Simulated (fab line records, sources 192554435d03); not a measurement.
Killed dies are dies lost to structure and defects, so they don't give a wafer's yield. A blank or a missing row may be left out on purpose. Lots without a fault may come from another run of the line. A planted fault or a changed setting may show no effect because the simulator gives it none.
fab line records | flow n5_finfet
record lots=7 wafers=19 last_day=17
route steps=1938 shown BEOL_M8@1383 PASSIVATION@1936
lots that met no fault: from a run of the same line without faults
start_h: hours from the record's first day to the start of the lot's first wafer shown | wait_h: hours since the lot's step before | " the same as in the row above | L1.1+2: a row that stands for several wafers | - no value, or no start given | * or withheld: withheld | < > ~ a bound
route shown NAME@n: a module of which the file shows steps, and the number in the route of the first | usual: mean/standard deviation of fault-free wafers | same: alike in all rows | chamber/n: place in a boat | sites: the reading at each site | _std_site: their standard deviation | _edge_site: outer sites' mean less inner sites' | radius_mm: how far each site lies from the wafer's centre | mask NAME#n: copy n | behind: the tool/chamber that last shaped the wafer | hold: why the lot was held/for how many hours/how that ended | device: the transistor (n, p or np) that didn't switch | end of line: the same wafers' tests at the end of the route | a step without rows: its recipe alone | killed: dies lost to structure and defects at the first sort, not the wafer's yield | map: a wafer's dies, x killed, . not, _ none there
set.NAME: the setting as run; set.NAME@STEP: as run at that earlier step | model.NAME: the simulator's own value behind a step, which no gauge read
lots at some steps of the route; a table a step, a row a wafer
services: from which hour (start_h, from the record's first day; less than 0 if before it) a tool's chamber was out of use, for how many hours, and why
## steps
# step N5_BEOL_M8_PRECLEAN_42
# recipe chemistry=residue_remover time_s=60 temp_c=40
# step N5_BEOL_M8_SRD_43
# recipe time_s=30 temp_c=23 rinse_liquid=diw dry=ipa_marangoni
# step N5_BEOL_M8_CD_MEAS_35
# recipe target_cd_nm=40 polarity=opening
# usual cd_nm=39.8/0.48
# columns lot.wafer tool chamber start_h wait_h cd_nm
L363.2 cd_sem-02 - 223.93 0.0 39.8
L363.3 " - " " 39.7
L363.5 " - " " 39.2
L362.3 cd_sem-02 - 224.52 0.0 39.3
L362.6 " - " " 39.3
L364.1 cd_sem-01 - 239.39 0.0 39.5
L364.6 " - " " 38.9
L371.4 cd_sem-01 - 292.66 0.0 39.7
L371.5 " - " " 40.4
L371.6 " - " " 40.2
L373.2 cd_sem-02 - 294.25 0.0 39.9
L373.3 " - " " 39.9
L373.5 " - " " 39.6
L375.4 cd_sem-02 - 300.61 0.0 40.1
L375.5 " - " " 40.1
L375.6 " - " " 40.0
L378.2 cd_sem-03 - 336.46 0.0 39.7
L378.5 " - " " 39.9
L378.6 " - " " 39.3
# step N5_BEOL_M8_CURE_75
# recipe temp_c=370 time_s=120 ambient=DMADMS/He material=SiCOH_lowk
# usual lamp_power_pct=52.31/0.056 wafer_temp_C_max=371.5/0.5
# columns lot.wafer tool chamber start_h wait_h lamp_power_pct wafer_temp_C_max
L363.2 uv_cure-01 1 224.02 0.1 52.32 370.9
L363.3 " 1 " " 52.37 371.3
L363.5 " 1 " " 52.40 371.4
L362.3 uv_cure-01 2 224.66 0.1 52.40 371.6
L362.6 " 2 " " 52.27 372.0
L364.1 uv_cure-02 1 239.43 0.0 52.31 371.9
L364.6 " 1 " " 52.24 371.4
L371.4 uv_cure-01 1 292.84 0.2 52.23 371.0
L371.5 " 1 " " 52.26 370.3
L371.6 " 1 " " 52.31 370.7
L373.2 uv_cure-03 1 294.34 0.1 52.35 371.7
L373.3 " 1 " " 52.34 371.9
L373.5 " 1 " " 52.31 371.7
L375.4 uv_cure-03 1 300.79 0.2 52.30 372.3
L375.5 " 1 " " 52.38 371.9
L375.6 " 1 " " 52.32 371.6
L378.2 uv_cure-03 1 336.55 0.1 52.25 371.2
L378.5 " 1 " " 52.26 371.2
L378.6 " 1 " " 52.35 371.7
# step N5_BEOL_M8_DEGAS_44
# recipe ambient=vacuum temp_c=250 time_s=60
# usual heater_power_w=343/35 susceptor_temp_C=249.98/0.15
# columns lot.wafer tool chamber start_h wait_h heater_power_w susceptor_temp_C
L363.2 pvd_sputter-03 - 224.33 0.3 351 250.05
L363.3 " - " " 310 249.94
L363.5 " - " " 318 249.77
L362.3 pvd_sputter-01 - 227.92 3.2 376 249.82
L362.6 " - " " 366 249.86
L364.1 pvd_sputter-03 - 239.75 0.3 316 250.08
L364.6 " - " " 320 249.81
L371.4 pvd_sputter-01 - 293.18 0.3 326 249.94
L371.5 " - " " 374 249.80
L371.6 " - " " 386 250.05
L373.2 pvd_sputter-03 - 294.61 0.2 386 250.07
L373.3 " - " " 315 249.87
L373.5 " - " " 355 249.78
L375.4 pvd_sputter-02 - 301.18 0.3 329 249.81
L375.5 " - " " 290 250.01
L375.6 " - " " 281 249.97
L378.2 pvd_sputter-01 - 336.87 0.3 304 250.10
L378.5 " - " " 335 250.18
L378.6 " - " " 381 250.23
# step N5_BEOL_M8_PRE_CLEAN_45
# recipe gas=H2/He time_s=30 temp_c=250
# usual heater_power_w=345/36 susceptor_temp_C=250.00/0.17
# columns lot.wafer tool chamber start_h wait_h heater_power_w susceptor_temp_C
L363.2 pvd_sputter-03 - 224.37 0.0 353 249.97
L363.3 " - " " 312 250.15
L363.5 " - " " 313 249.86
L362.3 pvd_sputter-01 - 227.96 0.0 376 249.96
L362.6 " - " " 379 250.20
L364.1 pvd_sputter-03 - 239.79 0.0 325 249.92
L364.6 " - " " 318 250.13
L371.4 pvd_sputter-01 - 293.22 0.0 332 250.10
L371.5 " - " " 372 249.75
L371.6 " - " " 392 250.20
L373.2 pvd_sputter-03 - 294.65 0.0 400 249.98
L373.3 " - " " 311 249.97
L373.5 " - " " 356 249.98
L375.4 pvd_sputter-02 - 301.22 0.0 335 250.21
L375.5 " - " " 301 249.86
L375.6 " - " " 292 250.13
L378.2 pvd_sputter-01 - 336.91 0.0 306 249.92
L378.5 " - " " 339 249.97
L378.6 " - " " 396 250.30
# step N5_BEOL_M8_ALD_77
# recipe material=TaN target_thk_a=20 temp_c=275 ald_precursor_family=PDMAT ald_co_reactant=NH3 pressure_torr=3 carrier_flow_sccm=1500 pulse_time_s=2 purge_time_s=3 co_reactant_purge_time_s=2 co_reactant_pulse_time_s=3 ald_cycles=40 precursor_vessel_temp_c=75 precursor_vessel_pressure_torr=26.25 precursor_vessel_carrier_sccm=1000
# usual heater_power_w=424/50 susceptor_temp_C=275.01/0.21
# columns lot.wafer tool chamber start_h wait_h heater_power_w since_wet_clean_h susceptor_temp_C
L363.2 ald_metal-02 0 224.45 0.1 422 4503 275.01
L363.3 " 2 " " 537 4503 274.74
L363.5 " 0 " " 420 - 274.83
L362.3 ald_metal-03 3 228.02 0.0 476 2968 275.44
L362.6 " 2 " " 377 - 275.02
L364.1 ald_metal-01 1 239.85 0.0 457 6057 275.22
L364.6 " 1 " " 448 - 275.12
L371.4 ald_metal-03 3 293.41 0.2 485 - 274.68
L371.5 " 0 " " 426 - 274.91
L371.6 " 2 " " 364 - 275.10
L373.2 ald_metal-02 0 294.71 0.0 427 4573 274.88
L373.3 " 2 " " 541 4573 274.86
L373.5 " 2 " " 547 - 274.66
L375.4 ald_metal-01 0 301.28 0.0 380 6118 275.08
L375.5 " 2 " " 426 - 274.83
L375.6 " 3 " " 347 - 275.24
L378.2 ald_metal-02 3 336.97 0.0 437 4615 275.01
L378.5 " 0 " " 422 - 275.26
L378.6 " 1 " " 373 - 275.14
# step N5_BEOL_M8_SURFACE_TREAT_79
# recipe gas=Ar time_s=* ion_energy_ev=* ion_current_ma_cm2=0.5 pressure_mtorr=* ar_flow_sccm=30
# step N5_BEOL_M8_CVD_78
# recipe material=Co target_thk_a=20 temp_c=withheld precursor=CCTBA/H2 pressure_torr=30 time_s=142.3
# step N5_BEOL_M8_SPUTTER_48
# recipe material=Cu target_thk_a=100 temp_c=-20 bias_v=60 power_w=26000 chamber_pressure_pa=0.13 time_s=1.667
# step N5_BEOL_M8_ECD_50
# recipe material=Cu target_thk_a=3000
# step N5_BEOL_M8_ANNEAL_51
# recipe temp_c=225 time_s=90 ambient=N2
# usual wafer_temp_C_max=226.1/0.58
# columns lot.wafer tool chamber start_h wait_h wafer_temp_C_max
L363.2 rtp_anneal-01 0 225.27 0.1 225.5
L363.3 " 0 " " 225.7
L363.5 " 0 " " 225.9
L362.3 rtp_anneal-01 0 228.90 0.1 225.8
L362.6 " 0 " " 225.6
L364.1 rtp_anneal-01 0 242.36 0.2 226.1
L364.6 " 0 " " 225.5
L371.4 rtp_anneal-01 0 295.48 0.9 225.8
L371.5 " 0 " " 225.7
L371.6 " 0 " " 225.8
L373.2 rtp_anneal-01 0 296.47 0.6 225.7
L373.3 " 0 " " 225.7
L373.5 " 0 " " 225.7
L375.4 rtp_anneal-02 0 302.17 0.2 226.9
L375.5 " 0 " " 227.4
L375.6 " 0 " " 226.7
L378.2 rtp_anneal-02 0 338.31 0.2 226.4
L378.5 " 0 " " 227.2
L378.6 " 0 " " 226.7
# step N5_BEOL_M8_CMP_52
# recipe stop_on=SiCOH_lowk t_overpolish_s=6.9 down_force_psi=1 platen_rpm=50 clearing_platen_down_force_psi=1.5 clearing_platen_rpm=50 post_cmp_clean=cu_alkaline target_thk_nm=80 clearing_platen_pad_velocity_m_s=0.99484 pad_velocity_m_s=0.99484
# usual barrier_field_endpoint_s=28.8/0.67 motor_current_A=6.3/0.69 overpolish_run_s=6.901/0.0087 time_to_endpoint_s=62.0/2.6
# columns lot.wafer tool chamber start_h wait_h barrier_field_endpoint_s motor_current_A overpolish_run_s time_to_endpoint_s model.Cu_of_BEOL_M8_ECD_50.thk_nm
L363.2 cmp-02 1 225.52 0.2 28.8 6.7 6.894 64.1 80.4
L363.3 " 2 " " 15.9 5.7 6.902 36.5 78.2
L363.5 " 1 " " 29.5 6.7 6.899 65.7 80.2
L362.3 cmp-02 3 229.11 0.2 15.3 5.7 6.894 34.0 76.6
L362.6 " 3 " " 15.5 5.6 6.904 32.7 75.2
L364.1 cmp-02 3 242.89 0.5 28.6 5.6 6.909 59.0 79.2
L364.6 " 2 " " 16.4 5.9 6.908 31.8 76.8
L371.4 cmp-01 2 295.65 0.1 30.2 6.4 6.900 62.4 81.6
L371.5 " 2 " " 29.2 6.5 6.893 64.5 79.6
L371.6 " 3 " " 29.2 7.0 6.919 60.7 78
L373.2 cmp-03 0 296.76 0.2 29.5 6.1 6.920 61.8 79.2
L373.3 " 1 " " 28.8 6.5 6.888 59.3 78.6
L373.5 " 0 " " 30.3 6.2 6.906 64.0 80.2
L375.4 cmp-01 2 302.41 0.2 28.4 6.5 6.922 60.5 80.8
L375.6 " 0 " " 27.9 7.6 6.902 61.3 79.6
L375.5 " 1 " " 29.9 5.5 6.895 66.1 81.4
L378.2 cmp-02 3 338.68 0.3 27.6 5.8 6.902 63.3 80.2
L378.6 " 0 " " 28.8 5.8 6.888 62.4 79.2
L378.5 " 1 " " 29.1 6.6 6.899 63.4 79.8
# step N5_PASSIVATION_PROBE_49
# usual defect_limited_yield=91.3/1.4 killed_at_M0_to_M3=34/10 killed_at_M4_up=13/4.8 killed_at_contacts=12/6.1 killed_at_front_end=40/11 killed_at_other=3.7/2.8 killed_dies=103/16 killed_open=67/12 killed_short=34/7.4 sort_bin_5_function=5.1/0.95 sort_bin_6_memory=3.2/0.62 sort_n_pass=1077/16 sort_yield_pct=91.3/1.4
# same gross_dies=1180 killed_at_back_side=0 sort_bin_4_leakage[%]=0 sort_bin_8_speed[%]=0
# columns lot.wafer tool chamber start_h wait_h defect_limited_yield[%] killed_at_M0_to_M3 killed_at_M4_up killed_at_contacts killed_at_front_end killed_at_other killed_dies killed_open killed_short sort_bin_5_function[%] sort_bin_6_memory[%] sort_n_pass sort_yield_pct[%]
L364.1 prober-01 - 307.14 0.0 91.9 41 3 15 35 2 96 57 39 4.5 3.2 1084 91.9
L364.6 prober-01 - 307.39 0.3 93.6 21 13 9 30 2 75 50 23 3.4 2.7 1105 93.6
L371.4 prober-01 - 362.23 0.2 89.8 26 19 14 55 6 120 84 33 5.8 4.2 1060 89.8
L371.5 prober-01 - 362.28 0.2 91.8 16 8 21 44 8 97 72 23 4.8 3.4 1083 91.8
L371.6 prober-01 - 362.33 0.3 89.2 30 18 8 67 5 128 91 36 5.8 4.7 1052 89.2
L373.2 prober-01 - 368.67 0.1 91.7 22 7 3 59 7 98 59 39 5.3 3.0 1082 91.7
L373.3 prober-01 - 368.72 0.1 94.0 17 9 4 37 4 71 53 16 3.1 2.6 1109 94.0
L373.5 prober-01 - 368.82 0.2 91.9 24 2 14 49 7 96 65 30 4.2 3.7 1084 91.9
L378.2 prober-01 - 401.49 0.6 90.8 56 11 2 39 1 109 68 40 5.4 3.4 1071 90.8
L378.5 prober-01 - 401.64 0.7 91.6 56 16 1 24 2 99 64 33 4.9 3.3 1081 91.6
L378.6 prober-01 - 401.69 0.8 91.4 48 20 4 28 1 101 62 34 5.7 2.7 1079 91.4
# killed by level:class
L364.1 BEOL_M0_SAQP:geometric_particle:short=14 MOL_CONTACT_COAG:geometric_particle:open=11 BEOL_M0_SAQP:geometric_particle:open=10 FIN_SAQP:geometric_particle:open=7 FIN_SAQP:geometric_particle:short=6 ILD0:geometric_particle:short=5 GATE_CUT:geometric_particle:short=5 BEOL_M3:geometric_particle:open=5
L364.6 STI_FIN_REVEAL:geometric_particle:open=9 FIN_SAQP:geometric_particle:open=7 BEOL_M2:geometric_particle:open=7 MOL_CONTACT_COAG:geometric_particle:open=5 FIN_SAQP:geometric_particle:short=4 MOL_CONTACT_COAG:geometric_particle:short=4 BEOL_M0_SAQP:geometric_particle:short=4 BEOL_M1:geometric_particle:short=3
L371.4 STI_FIN_REVEAL:geometric_particle:open=20 MOL_CONTACT_COAG:geometric_particle:open=11 BEOL_M1:geometric_particle:open=8 BEOL_M0_SAQP:geometric_particle:open=7 BEOL_M4:geometric_particle:short=7 FIN_SAQP:geometric_particle:open=6 STARTING-WAFER:geometric_particle:open=6 FIN_SAQP:geometric_particle:short=5
L371.5 STI_FIN_REVEAL:geometric_particle:open=19 MOL_CONTACT_COAG:geometric_particle:open=18 FIN_SAQP:geometric_particle:open=8 FIN_SAQP:geometric_particle:short=5 BEOL_M0_SAQP:geometric_particle:open=5 ILD0:geometric_particle:open=3 MOL_CONTACT_COAG:geometric_particle:short=3 BEOL_M0_SAQP:geometric_particle:short=3
L371.6 FIN_SAQP:geometric_particle:open=17 STI_FIN_REVEAL:geometric_particle:open=17 GATE_CUT:geometric_particle:short=9 BEOL_M0_SAQP:geometric_particle:short=7 ILD0:geometric_particle:open=7 BEOL_M0_SAQP:geometric_particle:open=7 BEOL_M5:geometric_particle:open=7 MOL_CONTACT_COAG:geometric_particle:open=6
L373.2 FIN_SAQP:geometric_particle:open=16 FIN_SAQP:geometric_particle:short=14 STI_FIN_REVEAL:geometric_particle:open=11 DUMMY_GATE:geometric_particle:open=5 BEOL_M1:geometric_particle:open=5 STI_FIN_REVEAL:geometric_particle:short=4 BEOL_M2:geometric_particle:open=4 BEOL_M0_SAQP:geometric_particle:short=3
L373.3 FIN_SAQP:geometric_particle:open=11 STI_FIN_REVEAL:geometric_particle:open=6 DUMMY_GATE:geometric_particle:open=6 BEOL_M2:geometric_particle:open=5 MOL_CONTACT_COAG:geometric_particle:open=4 BEOL_M0_SAQP:geometric_particle:short=3 BEOL_M8:geometric_particle:open=3 BEOL_M3:geometric_particle:open=3
L373.5 FIN_SAQP:geometric_particle:open=15 MOL_CONTACT_COAG:geometric_particle:open=11 BEOL_M2:geometric_particle:open=9 FIN_SAQP:geometric_particle:short=7 STI_FIN_REVEAL:geometric_particle:open=5 GATE_CUT:geometric_particle:short=5 BEOL_M0_SAQP:geometric_particle:open=4 STI_FIN_REVEAL:geometric_particle:short=3
L378.2 BEOL_M2:geometric_particle:open=14 BEOL_M1:geometric_particle:short=11 BEOL_M0_SAQP:geometric_particle:short=10 BEOL_M3:geometric_particle:open=10 FIN_SAQP:geometric_particle:open=9 GATE_CUT:geometric_particle:short=6 BEOL_M4:geometric_particle:open=6 STI_FIN_REVEAL:geometric_particle:open=5
L378.5 BEOL_M1:geometric_particle:open=11 BEOL_M2:geometric_particle:open=10 BEOL_M0_SAQP:geometric_particle:open=9 BEOL_M3:geometric_particle:open=9 FIN_SAQP:geometric_particle:short=7 BEOL_M1:geometric_particle:short=6 BEOL_M3:geometric_particle:short=5 FIN_SAQP:geometric_particle:open=4
L378.6 BEOL_M3:geometric_particle:open=12 BEOL_M0_SAQP:geometric_particle:open=11 BEOL_M4:geometric_particle:open=9 BEOL_M2:geometric_particle:open=7 FIN_SAQP:geometric_particle:short=6 FIN_SAQP:geometric_particle:open=6 BEOL_M0_SAQP:geometric_particle:short=6 BEOL_M3:geometric_particle:short=5
## services
# columns tool chamber start_h hours kind
cmp-03 - 200.88 9.4 pm
ald_metal-03 3 208.02 6.1 repair
ald_metal-02 3 208.65 4.7 repair
uv_cure-01 - 208.68 7.5 pm
cmp-03 - 214.96 4.3 pm
cmp-03 - 223.26 2.5 repair
ald_metal-01 1 224.25 3.5 repair
cmp-02 - 230.48 1.0 repair
ald_metal-01 - 240.47 2.8 pm
cmp-01 - 240.96 2.3 repair
cmp-01 - 251.52 6.1 repair
cmp-02 - 264.59 5.4 pm
ald_metal-01 0 272.39 10.9 repair
cmp-01 - 288.57 4.0 pm
ald_metal-03 1 289.31 5.3 repair
cmp-02 - 296.11 2.5 repair
pvd_sputter-01 - 300.26 1.2 repair
ald_metal-02 - 306.64 2.8 pm
ald_metal-02 - 309.45 2.6 repair
cmp-02 - 316.20 11.3 repair
cmp-01 - 317.58 0.9 repair
pvd_sputter-01 - 330.77 4.0 repair
ald_metal-01 - 337.37 14.0 pm
uv_cure-01 - 338.37 2.1 pm
## key
first_sign step=N5_BEOL_M8_CMP_52 reading=barrier_field_endpoint_s direction=down sigmas=19 usual=28.8 struck=15.8
effect step=N5_BEOL_M8_CMP_52 reading=time_to_endpoint_s direction=down sigmas=11 usual=* struck=*
model_effect step=N5_BEOL_M8_CMP_52 value=Cu_of_BEOL_M8_ECD_50.thk_nm without=79.1 struck=76.7
met_at N5_BEOL_M8_CMP_52
struck_wafers L362.3,L362.6,L363.3,L364.6
fault kind=process_parameter_drift tool=cmp-02 chamber=- onset_h=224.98 steps=N5_BEOL_M8_CMP_52 channel=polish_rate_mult offset=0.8 shape=step end_h=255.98 scope=struck_wafers_only
